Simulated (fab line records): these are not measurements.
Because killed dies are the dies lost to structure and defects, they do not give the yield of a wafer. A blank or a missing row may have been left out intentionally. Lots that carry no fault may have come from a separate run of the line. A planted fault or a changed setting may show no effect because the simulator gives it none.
Matching of chambers | flow nand harc | 4 sister chambers for NHARC_A_STAIRCASE_DESCUM_11 on rie diel-05
The step chemistry O2, time 3 s. 18 wafers are shown with their chamber, then 9 later ones without.

== WAFERS PAIRED WITH THEIR CHAMBERS ==
wafer  | chamber | showerhead plenum p Torr (Torr) | drypump motor current A (A) | throttle valve pct (%)
L075.1 | 3       | 1.85                            | 5.3                         | 11.303
L075.3 | 1       | 1.81                            | 6.1                         | 11.316
L075.6 | 0       | 1.96                            | 5.2                         | 11.322
L077.1 | 1       | 1.80                            | 6.1                         | 11.302
L077.5 | 2       | 2.03                            | 4.9                         | 11.319
L077.6 | 3       | 1.85                            | 5.3                         | 11.304
L079.2 | 2       | 2.02                            | 4.9                         | 11.311
L079.5 | 1       | 1.80                            | 6.1                         | 11.315
L079.6 | 3       | 1.85                            | 5.3                         | 11.300
L081.1 | 2       | 2.02                            | 4.8                         | 11.306
L081.3 | 1       | 1.80                            | 6.1                         | 11.302
L081.6 | 2       | 2.02                            | 4.8                         | 11.329
L082.1 | 3       | 1.84                            | 5.3                         | 11.307
L082.2 | 0       | 1.95                            | 5.3                         | 11.312
L082.4 | 2       | 2.02                            | 4.9                         | 11.306
L086.1 | 2       | 2.02                            | 4.9                         | 11.312
L086.2 | 3       | 1.84                            | 5.3                         | 11.296
L086.3 | 0       | 1.95                            | 5.3                         | 11.317

SIGNATURES, as means of the wafers listed above
reading                  | chamber 0 | chamber 1 | chamber 2 | chamber 3 | scatter within a chamber
showerhead plenum p Torr | 1.9533    | 1.8025    | 2.0217    | 1.8460    | 0.00496
drypump motor current A  | 5.267     | 6.100     | 4.867     | 5.300     | 0.0378
throttle valve pct       | 11.31700  | 11.30875  | 11.31383  | 11.30200  | 0.00704
Rule: distance of a wafer from a chamber = root of the sum over the readings of ((wafer's reading minus chamber's mean) / reading's scatter) squared. The wafer belongs to the nearest chamber; if the next one is less than 2 further off, it can't be placed. The scatter is the square root of a quotient: the sum, over the shown wafers, of each reading's squared deviation from its chamber's mean, divided by wafers minus chambers.

== WAFERS WITHOUT THEIR CHAMBER ==
wafer  | showerhead plenum p Torr (Torr) | drypump motor current A (A) | throttle valve pct (%)
L088.1 | 1.94                            | 5.3                         | 11.318
L088.3 | 1.84                            | 5.3                         | 11.312
L088.4 | 1.79                            | 6.1                         | 11.314
L095.1 | 1.94                            | 5.2                         | 11.313
L095.2 | 2.01                            | 4.8                         | 11.311
L095.5 | 1.79                            | 6.1                         | 11.329
L093.1 | 1.83                            | 5.3                         | 11.305
L093.5 | 1.83                            | 5.4                         | 11.307
L093.6 | 2.01                            | 4.8                         | 11.326

== WHICH CHAMBER EACH ONE RAN IN ==
wafer  | from the rows above | in truth
L088.1 | 0                   | 0
L088.3 | 3                   | 3
L088.4 | 1                   | 1
L095.1 | 0                   | 0
L095.2 | 2                   | 2
L095.5 | 1                   | 1
L093.1 | 3                   | 3
L093.5 | 3                   | 3
L093.6 | 2                   | 2
Placed correctly: 9 of 9. From these rows, 0 cannot be placed. Number placed wrongly: 0.
